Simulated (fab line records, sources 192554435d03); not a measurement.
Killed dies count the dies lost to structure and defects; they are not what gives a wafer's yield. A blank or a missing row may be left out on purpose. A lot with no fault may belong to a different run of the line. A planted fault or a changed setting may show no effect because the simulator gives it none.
fab line records -- flow n5_finfet
record lots=9, wafers=27, last_day=17
route steps=1938 shown WELL_APT@28 PMOS_HMC_CHANNEL_EPI@65 BEOL_M4@1111 PASSIVATION@1936
lots untouched by any fault: they come from a run of this same line in which no faults occurred
start_h: hours from the record's first day to the start of the lot's first wafer shown -- wait_h: hours from the lot's prior step to this one -- " same as the row above -- L1.1+2: several wafers, shown together as one row -- - no value, or no start was given -- * or withheld: withheld -- < > ~ a bound
route shown NAME@n: names a module that has steps shown in the file, with the first one's number in the route -- usual: the fault-free wafers' mean and standard deviation -- same: alike in all rows -- chamber/n: place in a boat -- sites: each site's reading -- _std_site: their standard deviation -- _edge_site: the outer-site mean with the inner-site mean subtracted -- radius_mm: how far each site lies from the wafer's centre -- mask NAME#n: copy n -- behind: the most recent tool/chamber to have shaped the wafer -- hold: the reason the lot was held/the length of the hold in hours/how it ended -- device: whichever transistor did not switch (one of n, p or np) -- end of line: the route-end tests of the same wafers -- for a step that has no rows: nothing shown but its recipe -- killed: count of dies lost to structure and defects at first sort (not the wafer's yield) -- map: per-die view of a wafer (x killed, . not killed, _ where there is no die)
set.NAME: setting as actually run; set.NAME@STEP: the setting as run at that earlier step -- model.NAME: the simulator's own value behind a step, which no gauge read
one table for each step of the route and one row for each wafer, over a sample of lots
services: a tool's chamber out of use, with start hour (start_h, from the record's first day; less than 0 if before it), hours out, and reason
## steps
# step N5_WELL_APT_CD_MEAS_08
# recipe target_cd_nm=200, landing_energy_ev=500, detector=se_inlens
# usual cd_nm=199.9/1.5
lot.wafer,tool,chamber,start_h,wait_h,cd_nm
L494.2,cd_sem-01,0,13.68,-,198.0
L494.3,cd_sem-01,0,13.68,-,198.4
L494.6,cd_sem-01,0,13.68,-,198.5
L497.2,cd_sem-01,0,31.56,-,200.4
L497.3,cd_sem-01,0,31.56,-,199.2
L497.4,cd_sem-01,0,31.56,-,201.0
L499.1,cd_sem-03,0,43.70,-,200.9
L499.4,cd_sem-03,0,43.70,-,199.6
L499.6,cd_sem-03,0,43.70,-,200.0
L503.3,cd_sem-03,0,68.25,-,200.6
L503.4,cd_sem-03,0,68.25,-,199.5
L503.6,cd_sem-03,0,68.25,-,197.5
L510.1,cd_sem-01,0,109.76,-,199.6
L510.5,cd_sem-01,0,109.76,-,200.7
L510.6,cd_sem-01,0,109.76,-,198.9
L512.1,cd_sem-03,0,121.56,-,199.3
L512.2,cd_sem-03,0,121.56,-,198.9
L512.4,cd_sem-03,0,121.56,-,199.0
L515.3,cd_sem-03,0,139.85,-,200.4
L515.4,cd_sem-03,0,139.85,-,200.6
L515.6,cd_sem-03,0,139.85,-,197.0
L516.2,cd_sem-02,0,145.79,-,201.9
L516.4,cd_sem-02,0,145.79,-,201.4
L516.6,cd_sem-02,0,145.79,-,199.3
L517.3,cd_sem-03,0,151.82,-,202.1
L517.5,cd_sem-03,0,151.82,-,201.7
L517.6,cd_sem-03,0,151.82,-,198.6
# step N5_WELL_APT_IMPLANT_15
# recipe species=As, energy_kev=25, dose_cm2=1.5e+13, tilt_deg=0, rotation_deg=0
# usual beam_on_s=10.00/0.2, dose_ions_cm2=1.5001e+13/1.7e+10, faraday_current_uA=190/3.7
lot.wafer,tool,chamber,start_h,wait_h,beam_on_s,dose_ions_cm2,faraday_current_uA
L494.2,implanter-01,0,14.08,0.1,9.75,1.5006e+13,194
L494.3,implanter-01,0,14.08,0.1,10.19,1.5004e+13,187
L494.6,implanter-01,0,14.08,0.1,10.11,1.5009e+13,188
L497.2,implanter-02,0,34.65,2.8,10.30,1.4983e+13,185
L497.3,implanter-02,0,34.65,2.8,9.84,1.4992e+13,194
L497.4,implanter-02,0,34.65,2.8,10.03,1.5011e+13,191
L499.1,implanter-02,0,44.07,0.1,10.01,1.4992e+13,190
L499.4,implanter-02,0,44.07,0.1,10.00,1.5023e+13,190
L499.6,implanter-02,0,44.07,0.1,9.95,1.4995e+13,192
L503.3,implanter-01,0,68.67,0.1,9.77,1.4987e+13,194
L503.4,implanter-01,0,68.67,0.1,9.93,1.4994e+13,192
L503.6,implanter-01,0,68.67,0.1,10.31,1.4991e+13,184
L510.1,implanter-02,0,110.27,0.1,10.16,1.0463e+13,131
L510.5,implanter-02,0,110.27,0.1,9.63,1.049e+13,138
L510.6,implanter-02,0,110.27,0.1,10.23,1.0491e+13,129
L512.1,implanter-02,0,121.94,0.1,10.05,1.0519e+13,132
L512.2,implanter-02,0,121.94,0.1,10.15,1.0518e+13,131
L512.4,implanter-02,0,121.94,0.1,10.10,1.0503e+13,132
L515.3,implanter-01,0,140.27,0.1,9.95,1.5023e+13,192
L515.4,implanter-01,0,140.27,0.1,10.01,1.5018e+13,191
L515.6,implanter-01,0,140.27,0.1,9.76,1.5024e+13,194
L516.2,implanter-01,0,146.18,0.1,10.45,1.4983e+13,183
L516.4,implanter-01,0,146.18,0.1,10.13,1.4984e+13,188
L516.6,implanter-01,0,146.18,0.1,10.14,1.499e+13,187
L517.3,implanter-01,0,152.24,0.1,10.22,1.4994e+13,186
L517.5,implanter-01,0,152.24,0.1,9.93,1.499e+13,192
L517.6,implanter-01,0,152.24,0.1,10.07,1.4999e+13,190
# step N5_WELL_APT_DESCUM_30
# recipe chemistry=O2, time_s=7.9, source_power_w=50, bias_power_w=20, pressure_mtorr=20, rf_frequency_hz=2.712e+07, temp_c=40, o2_flow_sccm=225
# usual bias_power_w=19.99/0.061, drypump_motor_current_A=6.0/0.35, oes_product_au=0.77/0.071, rf_vpp_V=243.0/1.2, showerhead_plenum_p_Torr=2.08/0.063, temp_c=39.99/0.11, throttle_valve_pct=20.36/0.23
lot.wafer,tool,chamber,start_h,wait_h,bias_power_w,drypump_motor_current_A,oes_product_au,rf_hours_counter_h,rf_vpp_V,showerhead_plenum_p_Torr,temp_c,throttle_valve_pct
L494.2,rie_diel-03,1,15.02,0.0,20.07,6.6,0.77,163,244.8,2.09,40.05,20.58
L494.3,rie_diel-03,2,15.02,0.0,20.10,5.7,0.84,78,242.0,2.10,40.00,20.08
L494.6,rie_diel-03,0,15.02,0.0,20.01,6.0,0.82,-,242.8,2.02,40.06,20.20
L497.2,rie_diel-03,3,35.90,0.3,20.04,5.9,0.75,129,242.3,2.01,40.10,20.55
L497.3,rie_diel-03,1,35.90,0.3,19.97,6.6,0.76,170,242.0,2.09,39.95,20.60
L497.4,rie_diel-03,0,35.90,0.3,20.02,6.1,0.81,79,243.3,2.02,39.86,20.22
L499.1,rie_diel-02,1,45.31,0.3,20.00,6.0,0.72,161,242.2,2.07,40.15,20.04
L499.4,rie_diel-02,2,45.31,0.3,19.96,5.9,0.79,117,246.1,2.20,39.80,20.37
L499.6,rie_diel-02,0,45.31,0.3,20.08,6.3,0.93,-,242.1,2.04,39.81,20.18
L503.3,rie_diel-02,0,69.48,0.0,19.93,6.3,0.92,37,242.6,2.03,39.92,20.23
L503.4,rie_diel-02,1,69.48,0.0,19.99,6.0,0.72,170,244.2,2.07,40.05,20.09
L503.6,rie_diel-02,3,69.48,0.0,20.01,5.5,0.70,-,243.8,2.14,39.96,20.67
L510.1,rie_diel-02,0,111.27,0.0,20.14,6.3,0.88,54,241.6,2.03,40.26,20.22
L510.5,rie_diel-02,1,111.27,0.0,19.86,6.1,0.70,-,243.2,2.07,40.09,20.10
L510.6,rie_diel-02,2,111.27,0.0,19.86,5.9,0.76,-,243.6,2.19,39.97,20.41
L512.1,rie_diel-02,2,122.80,0.0,20.00,5.9,0.75,147,245.2,2.19,39.87,20.40
L512.2,rie_diel-02,1,122.80,0.0,19.99,6.1,0.70,191,241.2,2.06,39.90,20.10
L512.4,rie_diel-02,3,122.80,0.0,20.00,5.5,0.67,248,242.4,2.13,39.94,20.72
L515.3,rie_diel-02,0,141.08,0.0,19.97,6.4,0.86,64,243.0,2.02,39.90,20.25
L515.4,rie_diel-02,0,141.08,0.0,20.04,6.4,0.86,-,243.0,2.02,40.12,20.25
L515.6,rie_diel-02,2,141.08,0.0,20.10,5.9,0.76,-,244.0,2.19,39.92,20.43
L516.2,rie_diel-02,0,147.02,0.0,19.93,6.4,0.86,67,242.4,2.02,40.16,20.24
L516.4,rie_diel-02,0,147.02,0.0,19.94,6.3,0.86,-,243.5,2.02,40.20,20.27
L516.6,rie_diel-02,1,147.02,0.0,19.93,6.1,0.70,-,243.0,2.06,40.08,20.11
L517.3,rie_diel-03,3,153.08,0.1,20.01,5.9,0.71,173,243.3,1.99,39.88,20.62
L517.5,rie_diel-03,0,153.08,0.1,19.96,6.0,0.78,-,241.3,2.01,39.94,20.29
L517.6,rie_diel-03,1,153.08,0.1,19.92,6.6,0.72,-,242.6,2.07,40.16,20.69
# step N5_PMOS_HMC_CHANNEL_EPI_CD_MEAS_09
# recipe target_cd_nm=237.4, landing_energy_ev=500, detector=se_inlens
# usual cd_nm=237.7/0.95
lot.wafer,tool,chamber,start_h,wait_h,cd_nm
L494.2,cd_sem-03,0,17.29,-,237.5
L494.3,cd_sem-03,0,17.29,-,235.6
L494.6,cd_sem-03,0,17.29,-,237.5
L497.2,cd_sem-01,0,38.19,-,236.7
L497.3,cd_sem-01,0,38.19,-,236.4
L497.4,cd_sem-01,0,38.19,-,237.8
L499.1,cd_sem-02,0,47.66,-,237.4
L499.4,cd_sem-02,0,47.66,-,237.3
L499.6,cd_sem-02,0,47.66,-,239.3
L503.3,cd_sem-03,0,71.56,-,236.4
L503.4,cd_sem-03,0,71.56,-,236.9
L503.6,cd_sem-03,0,71.56,-,236.4
L510.1,cd_sem-03,0,113.60,-,236.1
L510.5,cd_sem-03,0,113.60,-,236.2
L510.6,cd_sem-03,0,113.60,-,237.9
L512.1,cd_sem-02,0,124.91,-,236.8
L512.2,cd_sem-02,0,124.91,-,236.9
L512.4,cd_sem-02,0,124.91,-,238.5
L515.3,cd_sem-03,0,143.20,-,237.2
L515.4,cd_sem-03,0,143.20,-,237.8
L515.6,cd_sem-03,0,143.20,-,235.8
L516.2,cd_sem-02,0,149.37,-,237.9
L516.4,cd_sem-02,0,149.37,-,238.5
L516.6,cd_sem-02,0,149.37,-,238.4
L517.3,cd_sem-03,0,155.21,-,239.2
L517.5,cd_sem-03,0,155.21,-,236.9
L517.6,cd_sem-03,0,155.21,-,239.4
# step N5_BEOL_M4_RC_MEAS_101
# usual CJ_P=5.81/0.16, DIBL_N=37.2/1.9, DIBL_P=37.3/2.2, IOFF_N=0.18/0.038, IOFF_P=0.22/0.039, ION_N=678/11, ION_P=462/6.9, SS_N=71.8/0.68, SS_P=73.5/0.65, VT_N=249/3.4, VT_P=-250/3.2
lot.wafer,tool,chamber,start_h,wait_h,CJ_P,DIBL_N[mV/V],DIBL_P[mV/V],IOFF_N[nA/um],IOFF_P[nA/um],ION_N[uA/um],ION_P[uA/um],SS_N[mV/dec],SS_P[mV/dec],VT_N[mV],VT_P[mV]
L494.2,prober-01,0,178.96,0.2,6.01,39.7,40.5,0.22,0.25,690,461,72.7,73.3,246,-250
L494.3,prober-01,0,178.96,0.2,5.55,36.8,36.0,0.15,0.18,654,450,71.7,73.0,254,-252
L494.6,prober-01,0,178.96,0.2,5.67,35.2,35.4,0.14,0.17,673,455,72.3,72.4,251,-254
L497.2,prober-02,0,193.29,0.2,5.64,37.6,37.9,0.18,0.26,673,465,71.8,73.4,248,-248
L497.3,prober-02,0,193.29,0.2,5.97,39.2,37.8,0.22,0.26,693,466,72.8,73.0,245,-245
L497.4,prober-02,0,193.29,0.2,5.90,36.5,35.9,0.16,0.22,664,460,72.1,73.3,251,-249
L499.1,prober-01,0,209.26,0.0,5.67,37.4,40.0,0.20,0.25,686,475,72.4,73.3,244,-247
L499.4,prober-01,0,209.26,0.0,5.60,36.9,38.2,0.19,0.23,676,465,72.2,74.3,249,-250
L499.6,prober-01,0,209.26,0.0,5.83,35.6,36.7,0.16,0.20,679,457,71.0,73.1,251,-250
L503.3,prober-01,0,224.27,0.3,5.62,37.8,36.8,0.16,0.21,684,460,71.1,73.3,252,-249
L503.4,prober-01,0,224.27,0.3,5.84,37.4,36.3,0.15,0.21,691,472,71.6,72.7,251,-248
L503.6,prober-01,0,224.27,0.3,5.80,34.0,32.8,0.11,0.17,676,471,70.4,71.9,254,-253
L510.1,prober-01,0,267.21,0.0,4.81,34.7,36.7,0.16,0.19,681,460,71.6,73.3,251,-253
L510.5,prober-01,0,267.21,0.0,4.80,35.3,37.6,0.17,0.20,684,459,71.5,73.5,246,-253
L510.6,prober-01,0,267.21,0.0,4.90,36.2,38.4,0.19,0.22,682,459,71.5,73.8,251,-249
L512.1,prober-01,0,281.02,0.0,5.06,37.2,37.7,0.17,0.24,662,461,71.5,74.2,247,-249
L512.2,prober-01,0,281.02,0.0,4.88,41.3,42.2,0.26,0.32,689,468,73.0,75.0,244,-247
L512.4,prober-01,0,281.02,0.0,4.83,36.6,35.5,0.16,0.20,687,474,70.9,74.0,247,-248
L515.3,prober-02,0,300.65,0.3,5.80,36.7,38.0,0.19,0.22,684,462,71.4,73.8,247,-250
L515.4,prober-02,0,300.65,0.3,5.93,37.6,39.6,0.22,0.26,690,462,72.2,73.6,247,-249
L515.6,prober-02,0,300.65,0.3,5.95,36.4,37.7,0.18,0.22,685,462,72.3,73.1,248,-250
L516.2,prober-01,0,301.36,0.2,5.64,37.2,40.0,0.18,0.22,668,452,72.0,74.4,250,-251
L516.4,prober-01,0,301.36,0.2,5.84,37.0,39.2,0.17,0.20,673,461,72.1,73.6,250,-255
L516.6,prober-01,0,301.36,0.2,5.66,35.9,37.1,0.14,0.17,655,445,72.4,73.8,254,-255
L517.3,prober-02,0,310.43,0.3,5.88,35.6,36.9,0.16,0.19,669,460,71.8,73.2,251,-253
L517.5,prober-02,0,310.43,0.3,6.02,33.3,32.9,0.11,0.15,655,453,71.8,73.2,257,-255
L517.6,prober-02,0,310.43,0.3,5.80,37.0,37.7,0.18,0.22,678,459,72.6,73.6,248,-250
# step N5_PASSIVATION_PROBE_49
# usual defect_limited_yield=91.2/1.6, killed_at_M0_to_M3=31/10, killed_at_M4_up=14/4.4, killed_at_contacts=13/6, killed_at_front_end=43/13, killed_at_other=3.5/2.6, killed_dies=104/18, killed_open=68/14, killed_short=34/8.1, sort_bin_4_leakage=0.01/0.073, sort_bin_5_function=5.1/1.1, sort_bin_6_memory=3.3/0.68, sort_n_pass=1076/18, sort_yield_pct=91.2/1.6
# same gross_dies=1180, killed_at_back_side=0, sort_bin_8_speed[%]=0
lot.wafer,tool,chamber,start_h,wait_h,defect_limited_yield[%],killed_at_M0_to_M3,killed_at_M4_up,killed_at_contacts,killed_at_front_end,killed_at_other,killed_dies,killed_open,killed_short,sort_bin_4_leakage[%],sort_bin_5_function[%],sort_bin_6_memory[%],sort_n_pass,sort_yield_pct[%]
L499.1,prober-01,-,311.97,0.0,89.7,22,11,17,63,8,121,87,33,0,5.6,4.4,1059,89.7
L499.4,prober-01,-,312.12,0.2,90.3,26,11,17,54,7,115,73,41,0,6.4,3.2,1065,90.3
L499.6,prober-01,-,312.22,0.3,90.6,28,7,8,64,4,111,69,39,0,6.1,3.2,1069,90.6
L510.1,prober-01,-,382.03,0.0,89.5,48,9,13,53,1,124,78,46,0,4.9,5.1,1056,89.5
L510.5,prober-01,-,382.23,0.2,91.0,23,17,7,54,5,106,71,34,0,5.5,3.3,1074,91.0
L510.6,prober-01,-,382.28,0.3,89.6,36,16,12,57,2,123,79,43,0,6.6,3.5,1057,89.6
L512.1,prober-02,-,394.70,0.0,91.0,36,17,19,34,0,106,66,38,0,6.1,2.7,1074,91.0
L512.2,prober-02,-,394.75,0.1,90.6,31,14,16,50,0,111,66,44,0.08,5.9,2.9,1068,90.5
L512.4,prober-02,-,394.85,0.2,90.6,40,12,23,35,1,111,71,35,0,5.4,3.2,1069,90.6
# killed by level:class
L499.1 STI_FIN_REVEAL:geometric_particle:open=19 MOL_CONTACT_COAG:geometric_particle:open=16 BEOL_M1:geometric_particle:open=10 FIN_SAQP:geometric_particle:short=9 FIN_SAQP:geometric_particle:open=9 DUMMY_GATE:geometric_particle:open=8 BEOL_M4:geometric_particle:open=6 STI_FIN_REVEAL:geometric_particle:short=6
L499.4 MOL_CONTACT_COAG:geometric_particle:open=17 STI_FIN_REVEAL:geometric_particle:open=14 FIN_SAQP:geometric_particle:short=10 BEOL_M1:geometric_particle:open=10 GATE_CUT:geometric_particle:short=8 FIN_SAQP:geometric_particle:open=7 BEOL_M0_SAQP:geometric_particle:short=6 DUMMY_GATE:geometric_particle:open=5
L499.6 FIN_SAQP:geometric_particle:short=15 STI_FIN_REVEAL:geometric_particle:open=12 DUMMY_GATE:geometric_particle:open=9 BEOL_M0_SAQP:geometric_particle:open=9 BEOL_M0_SAQP:geometric_particle:short=8 MOL_CONTACT_COAG:geometric_particle:open=7 STARTING-WAFER:geometric_particle:open=7 FIN_SAQP:geometric_particle:open=6
L510.1 STI_FIN_REVEAL:geometric_particle:open=17 BEOL_M0_SAQP:geometric_particle:open=16 BEOL_M0_SAQP:geometric_particle:short=14 FIN_SAQP:geometric_particle:open=10 MOL_CONTACT_COAG:geometric_particle:open=10 FIN_SAQP:geometric_particle:short=9 BEOL_M2:geometric_particle:open=5 BEOL_M3:geometric_particle:open=5
L510.5 FIN_SAQP:geometric_particle:open=22 STI_FIN_REVEAL:geometric_particle:open=9 BEOL_M0_SAQP:geometric_particle:short=9 BEOL_M4:geometric_particle:open=6 MOL_CONTACT_COAG:geometric_particle:open=5 BEOL_M0_SAQP:geometric_particle:open=4 STI_FIN_REVEAL:geometric_particle:short=3 ILD0:geometric_particle:short=3
L510.6 STI_FIN_REVEAL:geometric_particle:open=21 FIN_SAQP:geometric_particle:short=11 BEOL_M0_SAQP:geometric_particle:short=11 MOL_CONTACT_COAG:geometric_particle:open=10 BEOL_M4:geometric_particle:open=9 FIN_SAQP:geometric_particle:open=7 BEOL_M0_SAQP:geometric_particle:open=7 BEOL_M3:geometric_particle:open=7
L512.1 MOL_CONTACT_COAG:geometric_particle:open=14 BEOL_M0_SAQP:geometric_particle:short=13 BEOL_M4:geometric_particle:open=9 GATE_CUT:geometric_particle:short=6 BEOL_M0_SAQP:geometric_particle:open=6 BEOL_M2:geometric_particle:open=6 DUMMY_GATE:geometric_particle:open=5 GATE_CUT:geometric_particle:open=5
L512.2 MOL_CONTACT_COAG:geometric_particle:open=12 BEOL_M2:geometric_particle:open=10 STI_FIN_REVEAL:geometric_particle:open=8 DUMMY_GATE:geometric_particle:open=7 FIN_SAQP:geometric_particle:short=6 FIN_SAQP:geometric_particle:open=6 BEOL_M4:geometric_particle:open=6 STARTING-WAFER:geometric_particle:short=6
L512.4 MOL_CONTACT_COAG:geometric_particle:open=19 BEOL_M2:geometric_particle:open=9 GATE_CUT:geometric_particle:open=6 BEOL_M0_SAQP:geometric_particle:open=6 BEOL_M1:geometric_particle:open=6 FIN_SAQP:geometric_particle:short=5 DUMMY_GATE:geometric_particle:open=5 BEOL_M0_SAQP:geometric_particle:short=5
## services
tool,chamber,start_h,hours,kind
rie_diel-02,2,13.02,8.6,repair
rie_diel-03,0,38.77,15.3,repair
implanter-01,-,50.08,3.8,repair
implanter-01,-,82.77,6.2,repair
implanter-01,-,88.99,23.0,pm
implanter-02,-,112.00,9.0,pm
rie_diel-02,3,130.61,-,clean
rie_diel-02,3,130.61,-,consumable_replace:focus_ring
rie_diel-02,3,130.61,21.8,scheduled_down
rie_diel-02,3,130.61,21.8,vent_cycle
implanter-01,-,153.06,81.7,pm
## key
first_sign step=N5_WELL_APT_IMPLANT_15, reading=dose_ions_cm2, direction=down, sigmas=99+, usual=1.5001e+13, struck=1.0497e+13
effect step=N5_WELL_APT_IMPLANT_15, reading=faraday_current_uA, direction=down, sigmas=16, usual=190, struck=132
effect step=N5_BEOL_M4_RC_MEAS_101, reading=CJ_P, direction=down, sigmas=5.9, usual=5.81, struck=4.88
met_at N5_WELL_APT_IMPLANT_15
struck_lots L510,L512
not_acting_at N5_WELL_APT_CD_MEAS_08,N5_WELL_APT_DESCUM_30,N5_PMOS_HMC_CHANNEL_EPI_CD_MEAS_09
onset_between 44.07 110.27
fault kind=process_parameter_drift, tool=implanter-02, chamber=-, onset_h=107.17, steps=N5_WELL_APT_IMPLANT_15, channel=dose_cm2, offset=-4.5048e+12, shape=step, end_h=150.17, acts_in=these_recipes_only, stated=1.5e+13
